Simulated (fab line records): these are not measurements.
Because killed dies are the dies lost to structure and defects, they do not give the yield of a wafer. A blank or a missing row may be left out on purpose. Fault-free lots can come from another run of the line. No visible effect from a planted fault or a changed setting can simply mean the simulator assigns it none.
A lot that was struck, set against a sound lot :: flow n5-finfet :: 18 out of 1938 route steps
Sound: the wafers L291.1, L291.4, L291.6. Struck: wafer L298.6 (left out: L298.2, L298.3 of the same lot, which were not struck); the cause appears at the end.
At each step with rows: each side's tool, then ch and its chambers, then its first start. Under that, the readings that differ: sound wafers :: struck wafers :: difference of the means :: sigmas: that difference in standard deviations of wafers without a fault.
alike: same words and numbers on both sides, and readings whose means sit less than 2 such deviations apart. not compared: any withheld reading, any reading some wafer has no value for, any bound like >300 that may hide the same value, and any number with overlapping values for which the record gives no deviation.
Wherever a step has rows on one side only, a row that says differs or no value, or a row with sigmas, the two part there. When numbers do not overlap yet have no deviation, they are printed without sigmas and do not part them. Lack of a reading on every wafer of one side parts them only where that side has two or more wafers.

N5_BEOL_M1_ANNEAL_82: time 240 s.
  sound on pvd-sputter-02 at day 7 23:11; struck on pvd-sputter-02 at day 9 07:25
reading: heater-power-w (W)
sound: 758 697 769
struck: 874
difference: +133
sigmas: +2
then, 3 steps without rows for these wafers: N5_BEOL_M1_SPUTTER_86 (material Cu, target thk 4.5 nm, time 8.29 s); N5_BEOL_M1_ANNEAL_87 (time 240 s); N5_BEOL_M1_SPUTTER_88 (material Cu, target thk 4.5 nm, time 8.29 s).
N5_BEOL_M1_ANNEAL_89: time 240 s.
  sound on pvd-sputter-02 at day 7 23:38; struck on pvd-sputter-02 at day 9 07:52
  alike: heater-power-w
N5_BEOL_M1_SPUTTER_90: material Cu, target thk 4.5 nm, time 8.29 s.
  sound on pvd-sputter-02 at day 7 23:46; struck on pvd-sputter-02 at day 9 08:00
  alike: throttle-valve-pct
then, 1 step without rows for these wafers: N5_BEOL_M1_ANNEAL_91 (time 240 s).
N5_BEOL_M1_SPUTTER_92: material Cu, target thk 4.5 nm, time 8.29 s.
  sound on pvd-sputter-02 at day 7 23:59; struck on pvd-sputter-02 at day 9 08:13
  alike: throttle-valve-pct
N5_BEOL_M1_ANNEAL_93: time 240 s.
  sound on pvd-sputter-02 at day 8 00:04; struck on pvd-sputter-02 at day 9 08:18
  alike: heater-power-w
then, 3 steps without rows for these wafers: N5_BEOL_M1_SPUTTER_94 (material Cu, target thk 4.5 nm, time 8.29 s); N5_BEOL_M1_ANNEAL_95 (time 240 s); N5_BEOL_M1_SPUTTER_96 (material Cu, target thk 4.5 nm, time 8.29 s).
N5_BEOL_M1_ECD_50: material Cu, target thk 300 nm.
  sound on ecd-cu-02 ch 0,1, day 8 00:33; struck on ecd-cu-01 ch 0, day 9 08:47
reading: model.Cu_of_BEOL_M1_ECD_50.thk-nm (nm)
sound: 300.2 307.6 305
struck: 399.2
difference: +94.9
sigmas: 
then, 1 step without rows for these wafers: N5_BEOL_M1_ANNEAL_51 (time 90 s).
N5_BEOL_M1_CMP_52: polishes, stops on SiOC, t overpolish 6.8 s, target thk 40 nm.
  sound on cmp-04 ch 0,1,2, day 8 01:16; struck on cmp-02 ch 3, day 9 09:10
reading: time-to-endpoint-s (s)
sound: 60.0 62.4 62.5
struck: 78.9
difference: +17.3
sigmas: +6
  alike: motor-current-A
  not compared: pad-life-wafers
N5_BEOL_M1_THK_MEAS_53: measures by xrf.
  sound on film-metro-02 at day 8 01:29; struck on film-metro-01 at day 9 09:27
  alike: M1_THK
N5_BEOL_M4_RC_MEAS_101:
  sound on prober-01 ch 0, day 9 13:01; struck on prober-02 ch 0, day 11 02:43
  alike: DIBL_N, DIBL_P, IOFF_N, IOFF_P, ION_N, ION_P, SS_N, SS_P, VT_N, VT_P
-- the record jumps here: 4 days lie between the struck wafers' starts before and after (it left off in module BEOL_M4 and takes up again in module PASSIVATION, whose first step shown is number 1936 of the route) --
N5_PASSIVATION_PROBE_49:
  sound on prober-01 at day 13 09:19; struck on prober-02 at day 15 08:40
reading: killed_at_M0_to_M3
sound: 43 58 39
struck: 15
difference: -32
sigmas: -3
  alike: defect-limited-yield, killed_at_M4_up, killed-at-contacts, killed-at-front-end, killed-at-other, killed-dies, killed-on-rim, killed-open, killed-short, sort_bin_5_function, sort_bin_6_memory, sort_bin_8_speed, sort-n-pass, sort-yield-pct

## WHERE THEY PART
Earliest at N5_BEOL_M1_ANNEAL_82; latest, in this record, at N5_PASSIVATION_PROBE_49.

WHY: the cause the simulator had injected
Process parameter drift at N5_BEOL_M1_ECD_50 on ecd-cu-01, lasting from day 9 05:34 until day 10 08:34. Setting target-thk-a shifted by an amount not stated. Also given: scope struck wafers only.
